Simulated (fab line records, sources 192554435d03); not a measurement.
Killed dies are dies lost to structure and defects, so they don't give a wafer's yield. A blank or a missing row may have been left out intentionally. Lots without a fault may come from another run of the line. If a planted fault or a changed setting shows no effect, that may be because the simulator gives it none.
Problem report in the 8D (eight disciplines) form, filled by code -- flow n5-finfet -- the parts of the form that need people (team, actions taken, sign-off) are left out

## 1. WHAT IS WRONG
At N5_STI_FIN_REVEAL_FIN_H_MEAS_10, trench-depth-nm averages 57.6 nm over 4 wafers from 3 lots, while fault-free wafers read 51.7 nm, standard deviation 0.84. That puts it +7.1 standard deviations away from the usual mean.
Earliest sighting: wafer L225.3 on ocd-02 at day 4 08:20. Wafers with a number at this step in the record: 28, from 10 lots. Rule for "out" (also "out of limits"): further than 4 standard deviations from the usual mean. All remaining wafers that have a number are taken as sound.

## 2. WHAT IT IS, AND WHAT IT ISN'T
question,is,is not
which readings at this step,trench-depth-nm,-
which lots,"L225, L226, L230","L220, L221, L224, L234, L239, L240, L241"
which wafers of those lots,"L225.3, L226.2, L226.3, L230.2","L225.4, L226.6, L230.5"
read on which gauges,"ocd-01, ocd-02",-
when,from day 4 08:20,"up to then (10 sound wafers); but 14 sound wafers of L226, L230, L234, L239, L240, L241 came after"

## 3. WHAT RULES OUT EACH SUSPECT
Counting: any tool at a process step up to the reading remains a suspect provided it ran every lot that is out. Sound lots after the first of them don't rule it out here, since some wafers of a struck lot are sound.
- the gauge at N5_STI_FIN_REVEAL_FIN_H_MEAS_10 is ruled out. The wafers that are out were read on 2 gauges (ocd-01, ocd-02).
- vapor-etch-01 at N5_STI_FIN_REVEAL_RECESS_09 (chemistry HF/NH3, target SiO2, afs cycles 11, target depth 42.5 nm, sublimation time 60 s): kept. Ran every lot that is out, first one L225 (day 4 06:10); last sound lot up to then L224 (day 4 00:39).
Remaining after the count: vapor-etch-01 at N5_STI_FIN_REVEAL_RECESS_09.

## 4. THE CAUSE (what the simulator had put in)
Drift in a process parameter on vapor-etch-01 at N5_STI_FIN_REVEAL_RECESS_09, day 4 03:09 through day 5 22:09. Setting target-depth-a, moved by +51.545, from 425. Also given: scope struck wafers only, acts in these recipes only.
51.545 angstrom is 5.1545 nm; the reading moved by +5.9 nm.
The count eliminated every tool but this one.

## 5. THE EFFECT CHAIN, in route order
Each row: a reading whose mean over the struck wafers that have a number lies more than 3 standard deviations from the usual. Only readings whose record carries a usual standard deviation are examined. hours: median over the lots of the time between each lot's start at the first step of this table that gives one and its start at this step. sigmas: the change, counted in usual standard deviations.
hours,step,reading,usual,on struck wafers,change,sigmas
0,N5_STI_FIN_REVEAL_FIN_H_MEAS_10,trench-depth-nm,51.7 nm,57.6,+5.9,+7.1
136,N5_BEOL_M4_RC_MEAS_101,ION_N,672 uA/um,721,+49,+4.5
136,N5_BEOL_M4_RC_MEAS_101,ION_P,461 uA/um,492,+30,+3.8

## 6. WHAT WOULD HAVE CAUGHT IT SOONER
5 hours passed between the start of the fault at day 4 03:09 and the first reading out of limits at a measuring or inspecting step in this record, taken at day 4 08:20.
Tool readings at N5_STI_FIN_REVEAL_RECESS_09 with a usual standard deviation given in the record: none out on any struck wafer, hence no alarm at a limit of 4 standard deviations on them.
Lots out: 3; of these, L226, L230 started N5_STI_FIN_REVEAL_RECESS_09 on vapor-etch-01 after day 4 08:20. A hold on the tool at that time would have spared those 2.
